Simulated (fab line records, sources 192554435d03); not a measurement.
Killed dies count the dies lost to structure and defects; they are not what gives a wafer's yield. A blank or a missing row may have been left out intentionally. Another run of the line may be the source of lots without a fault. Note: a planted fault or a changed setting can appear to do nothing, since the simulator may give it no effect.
Which of the tools did it? ; flow n5_finfet ; Sampling: 11 lots, 31 wafers, 3 of 1938 route steps

WHAT THE GAUGES SHOWED, per wafer
N5_HKMG_FIN_OVL_MEAS_50.
lot;measured;on;NDIPOLE_OVL (nm)
L401;day 3 23:04;overlay-02;-0.5 -0.7 0.1
L402;day 4 07:44;overlay-01;-0.3 0.1 -1.2
L404;day 4 19:46;overlay-02;1.0 -0.7 0.1
L410;day 6 06:38;overlay-02;0.5 1.0 1.3
L415;day 7 11:02;overlay-02;0.6 0.7 0.6
L417;day 8 01:53;overlay-02;0.3 -0.7 -1.8
L419;day 8 14:31;overlay-02;-1.1 -0.1 -0.6
L420;day 8 17:53;overlay-02;0.9 0.2
L421;day 9 04:46;overlay-02;0.1 1.5 -0.8
L423;day 9 10:52;overlay-02;-0.8 0.3
L424;day 9 19:17;overlay-01;-1.4 -0.3 -0.5

EACH LOT AND THE TOOL THAT RAN IT (in order: tool; ch and the chambers of the sampled wafers; start)
lot;N5_HKMG_FIN_HK_ANNEAL_02;N5_HKMG_FIN_ALD_75
L401;rtp_anneal-02 ch 0, day 3 22:18;ald_hk-02 ch 1,2,3, day 3 22:34
L402;rtp_anneal-02 ch 0, day 4 06:56;ald_hk-01 ch 0,2,3, day 4 07:14
L404;rtp_anneal-01 ch 0, day 4 19:00;ald_hk-02 ch 0,1,3, day 4 19:16
L410;rtp_anneal-01 ch 0, day 6 05:50;ald_hk-02 ch 2,3, day 6 06:08
L415;rtp_anneal-02 ch 0, day 7 10:22;ald_hk-01 ch 1,3, day 7 10:40
L417;rtp_anneal-01 ch 0, day 8 01:17;ald_hk-01 ch 0,1,3, day 8 01:31
L419;rtp_anneal-01 ch 0, day 8 13:44;ald_hk-03 ch 0,3, day 8 14:02
L420;rtp_anneal-01 ch 0, day 8 17:09;ald_hk-02 ch 1,3, day 8 17:23
L421;rtp_anneal-02 ch 0, day 9 03:59;ald_hk-01 ch 1,2, day 9 04:17
L423;rtp_anneal-02 ch 0, day 9 10:05;ald_hk-03 ch 0,1, day 9 10:22
L424;rtp_anneal-01 ch 0, day 9 18:31;ald_hk-02 ch 0,1,2, day 9 18:47
- N5_HKMG_FIN_HK_ANNEAL_02: time 30 s.
- N5_HKMG_FIN_ALD_75: deposits Al2O3, target thk 1 nm, co reactant pulse time 1 s.

THE ANSWER, worked out from the rows above alone
Rule: the lots themselves supply what counts as usual. The widest of any qualifying gaps counts: lots, ordered by their means at a reading, are off when they make up no more than a third of the lots, leave a main group of 4 or more, and stand apart from it by 3 or more times the standard deviation of that group's means. A main group is skipped when, at the precision printed for the reading in the tables above, its means are all equal. A lot without any number at a reading at which 4 lots or more have one is off too. All remaining lots with rows at the step are treated as sound.
None of the lots is off at any reading shown; this tells nothing.

WHAT WAS PUT IN BY THE SIMULATOR
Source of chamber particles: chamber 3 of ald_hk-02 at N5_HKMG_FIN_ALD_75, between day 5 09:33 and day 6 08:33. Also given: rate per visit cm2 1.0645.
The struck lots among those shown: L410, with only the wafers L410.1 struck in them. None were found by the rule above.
